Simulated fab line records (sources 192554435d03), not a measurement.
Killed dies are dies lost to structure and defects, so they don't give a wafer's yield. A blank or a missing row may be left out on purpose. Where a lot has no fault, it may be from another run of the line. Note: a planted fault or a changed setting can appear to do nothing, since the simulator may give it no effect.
Split-lot experiment :: flow n5-finfet :: on a route of 1938 steps: 7 lots, 21 wafers read

== ABOUT THE SPLIT ==
At N5_BEOL_M13_EXPOSE_25 (exposes mask M13, target cd 210 nm), the setting dose-mj was moved away from the recipe's 22 on 5 of the 21 wafers read, by -6.4% to +4.5%. For the rest of the wafers, this setting stayed at what the recipe calls for.

== FROM THE SPLIT TO THE READING: what the file shows between them, 3 steps ==
- N5_BEOL_M13_PEB_26: peb time 90 s
- N5_BEOL_M13_DEVELOP_27: develop time 45 s
- N5_BEOL_M13_HARDBAKE_32: time 120 s

== THE READING ==
cd-nm, in nm, at N5_BEOL_M13_CD_MEAS_28 (target cd 209.5 nm). Fault-free wafers of this fab line usually give 209.5 nm, standard deviation 0.92 nm.

wafer: L079.1
tool, chamber at the split: krf-scanner-01, 0
dose-mj as run: 22
against the recipe: recipe
cd-nm, nm: 207.7
against lot-mates on the recipe: -

wafer: L079.4
tool, chamber at the split: krf-scanner-01, 0
dose-mj as run: 22
against the recipe: recipe
cd-nm, nm: 208.6
against lot-mates on the recipe: -

wafer: L079.6
tool, chamber at the split: krf-scanner-01, 0
dose-mj as run: 22
against the recipe: recipe
cd-nm, nm: 208.9
against lot-mates on the recipe: -

wafer: L080.2
tool, chamber at the split: krf-scanner-01, 0
dose-mj as run: 22
against the recipe: recipe
cd-nm, nm: 208.1
against lot-mates on the recipe: -

wafer: L080.3
tool, chamber at the split: krf-scanner-01, 0
dose-mj as run: 22
against the recipe: recipe
cd-nm, nm: 210.1
against lot-mates on the recipe: -

wafer: L080.6
tool, chamber at the split: krf-scanner-01, 0
dose-mj as run: 21.25
against the recipe: -3.4%
cd-nm, nm: 205.0
against lot-mates on the recipe: -4.1

wafer: L083.2
tool, chamber at the split: krf-scanner-02, 0
dose-mj as run: 22.99
against the recipe: +4.5%
cd-nm, nm: 213.3
against lot-mates on the recipe: +3.8

wafer: L083.3
tool, chamber at the split: krf-scanner-02, 0
dose-mj as run: 22
against the recipe: recipe
cd-nm, nm: 209.5
against lot-mates on the recipe: -

wafer: L083.4
tool, chamber at the split: krf-scanner-02, 0
dose-mj as run: 22.99
against the recipe: +4.5%
cd-nm, nm: 213.8
against lot-mates on the recipe: +4.3

wafer: L086.4
tool, chamber at the split: krf-scanner-02, 0
dose-mj as run: 22
against the recipe: recipe
cd-nm, nm: 208.7
against lot-mates on the recipe: -

wafer: L086.5
tool, chamber at the split: krf-scanner-02, 0
dose-mj as run: 22
against the recipe: recipe
cd-nm, nm: 209.5
against lot-mates on the recipe: -

wafer: L086.6
tool, chamber at the split: krf-scanner-02, 0
dose-mj as run: 22
against the recipe: recipe
cd-nm, nm: 209.1
against lot-mates on the recipe: -

wafer: L088.1
tool, chamber at the split: krf-scanner-01, 0
dose-mj as run: 22
against the recipe: recipe
cd-nm, nm: 210.0
against lot-mates on the recipe: -

wafer: L088.4
tool, chamber at the split: krf-scanner-01, 0
dose-mj as run: 22
against the recipe: recipe
cd-nm, nm: 209.4
against lot-mates on the recipe: -

wafer: L088.6
tool, chamber at the split: krf-scanner-01, 0
dose-mj as run: 22
against the recipe: recipe
cd-nm, nm: 211.2
against lot-mates on the recipe: -

wafer: L089.4
tool, chamber at the split: krf-scanner-02, 0
dose-mj as run: 21.56
against the recipe: -2.0%
cd-nm, nm: 206.5
against lot-mates on the recipe: -2.1

wafer: L089.5
tool, chamber at the split: krf-scanner-02, 0
dose-mj as run: 22
against the recipe: recipe
cd-nm, nm: 207.9
against lot-mates on the recipe: -

wafer: L089.6
tool, chamber at the split: krf-scanner-02, 0
dose-mj as run: 22
against the recipe: recipe
cd-nm, nm: 209.3
against lot-mates on the recipe: -

wafer: L094.2
tool, chamber at the split: krf-scanner-02, 0
dose-mj as run: 20.6
against the recipe: -6.4%
cd-nm, nm: 202.1
against lot-mates on the recipe: -7.5

wafer: L094.3
tool, chamber at the split: krf-scanner-02, 0
dose-mj as run: 22
against the recipe: recipe
cd-nm, nm: 209.5
against lot-mates on the recipe: -

wafer: L094.6
tool, chamber at the split: krf-scanner-02, 0
dose-mj as run: 22
against the recipe: recipe
cd-nm, nm: 209.6
against lot-mates on the recipe: -

THE FIT
A straight line over all 21 wafers: cd-nm changes by +1.07 nm for each +1% of dose-mj; r = +0.95; the points scatter about the line by 0.82 nm.
The same after taking each lot's own level away (the mean of its wafers on the recipe; 21 wafers): +1.05 nm for each +1%; r = +0.97; scatter 0.62 nm.
On that fit, the largest move of dose-mj shifts the reading by 6.7 nm.
From 208.40 to 210.20 nm: that is the span of the lots' own levels, equal to 2.0 times the standard deviation above.
So the lot-to-lot level changes the slope little: the two slopes agree.
Check: for one of the wafers moved furthest among these (-6.4%), held out of the fit, the line's prediction against its lot-mates is -6.31 nm. Against them it came out at -7.45 nm.

== OTHER SPLITS ON THESE WAFERS ==
These wafers also went through other splits before the reading. Each is held against what the fit with the lots' levels taken away leaves over:
other split on the same wafers: N5_BEOL_M12_PEB_08 peb-time-s
wafers away from the commonest value: 4
r with cd-nm (lot level and that fit taken away): +0.10

== THE WHOLE CHAIN: every reading that the file lists as answering this split, in the file's order ==
step: N5_BEOL_M13_CD_MEAS_28
what it does: target cd 209.5 nm
reading: cd-nm
change (the file's fit): +1.09 nm for each +1% of the setting
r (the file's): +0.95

step: N5_BEOL_M13_DESCUM_33
what it does: chemistry O2, time 7.9 s
reading: BEOL_M13.cd-nm (the simulator's own value, which no gauge read)
change (the file's fit): +1.08 nm for each +1% of the setting
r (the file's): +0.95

== FILE'S OWN FIT ==
cd-nm changes by +1.09 nm for each +1% of dose-mj, r = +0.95.
